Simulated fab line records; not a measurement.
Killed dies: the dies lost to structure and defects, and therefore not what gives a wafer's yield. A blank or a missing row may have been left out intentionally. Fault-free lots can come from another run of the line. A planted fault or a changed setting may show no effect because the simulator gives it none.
A struck lot beside a sound one + flow n5-finfet + 14 steps out of a route of 1938
Sound: wafers L209.1, L209.3, L209.6. Wafers struck: L216.1, L216.2, L216.3. The cause comes at the end.
Order at every step that has rows: each side's tool, ch and its chambers, its first start. Under that, the readings that differ: sound wafers + struck wafers + difference of the means + sigmas: that difference in standard deviations of wafers without a fault.
alike: same words and numbers on both sides, and readings whose means sit less than 2 such deviations apart. not compared: any withheld reading, any reading some wafer has no value for, any bound like >300 that may hide the same value, and any number with overlapping values for which the record gives no deviation.
The two part at a step that has a row with sigmas, a row that says differs or no value, or rows on one side only. Numbers that have no deviation but don't overlap get no sigmas and don't part them. Lack of a reading on every wafer of one side parts them only where that side has two or more wafers.

N5_BEOL_M4_STRIP_66: strips in CF4.
  sound on rie-diel-02 ch 0,2, day 7 21:14; struck on rie-diel-01 ch 1,2,3, day 10 22:31
| reading            | sound             | struck            | difference | sigmas |
|--------------------|-------------------|-------------------|------------|--------|
| rf-fwd-power-W (W) | 293.1 294.2 291.7 | 290.5 290.2 292.4 | -2.0       | -2     |
  alike: drypump-motor-current-A, oes-product-au, rf-vpp-V, showerhead-plenum-p-Torr, throttle-valve-pct
  not compared: rf-hours-counter-h
N5_BEOL_M4_HM_OPEN_17: chemistry Cl2/BCl3, target TiN, target depth 20 nm, overetch 6 nm.
  sound on rie-metal-03 ch 0,1, day 7 21:16; struck on rie-metal-03 ch 0,1, day 10 22:33
  alike: drypump-motor-current-A, oes-product-au, rf-fwd-power-W, throttle-valve-pct
  not compared: rf-hours-counter-h
N5_BEOL_M4_STRIP_19: strips in O2.
  sound on rie-diel-02 ch 1,3, day 7 21:23; struck on rie-diel-01 ch 1,2,3, day 10 22:41
  alike: drypump-motor-current-A, oes-product-au, rf-vpp-V, showerhead-plenum-p-Torr, temp-c, throttle-valve-pct
  not compared: rf-hours-counter-h
N5_BEOL_M4_CD_MEAS_18: pitch 36 nm, target cd 18 nm.
  struck on cd-sem-01, day 10 22:46; sound on cd-sem-01, day 7 21:27
  alike: cd-nm
then, 8 steps without rows for these wafers: N5_BEOL_M4_COAT_67 (time 60 s, resist thk 60 nm); N5_BEOL_M4_COAT_68 (time 60 s, resist thk 12 nm); N5_BEOL_M4_COAT_76 (time 60 s, resist thk 5 nm); N5_BEOL_M4_COAT_22 (resist thk 30 nm); N5_BEOL_M4_EBR_24; N5_BEOL_M4_SOFTBAKE_23 (time 60 s); N5_BEOL_M4_EXPOSE_25 (exposes mask V3, defocus 5 nm); N5_BEOL_M4_PEB_26 (peb time 60 s).
N5_BEOL_M4_DEVELOP_27: develop time 30 s.
  sound on litho-track-05 ch 0, day 7 21:43; struck on litho-track-03, day 10 23:09
  no value came back on the struck wafers for chill-plate-temp-C (C), develop-time-s (s); on the sound wafers chill-plate-temp-C (C) reads 23.01 23.03 22.93
| reading                                      | sound          | struck     | difference | sigmas |
|----------------------------------------------|----------------|------------|------------|--------|
| model.CAR-EUV_of_BEOL_M4_COAT_22.thk-nm (nm) | 29.6 29.6 29.6 | 30.2 30 30 | +0.5       |        |
N5_BEOL_M4_CD_MEAS_28: target cd 26.2 nm, target cd y 24.1 nm.
  sound on cd-sem-03 ch 0, day 7 21:46; struck on cd-sem-01 ch 0, day 10 23:13
| reading    | sound             | struck | difference                    | sigmas |
|------------|-------------------|--------|-------------------------------|--------|
| cd-nm (nm) | 26.18 26.16 26.29 | - - -  | no value on the struck wafers |        |

== WHERE THEY PART ==
At N5_BEOL_M4_STRIP_66 first; at N5_BEOL_M4_CD_MEAS_28 last (within this record only).

WHY: what the simulator had put in
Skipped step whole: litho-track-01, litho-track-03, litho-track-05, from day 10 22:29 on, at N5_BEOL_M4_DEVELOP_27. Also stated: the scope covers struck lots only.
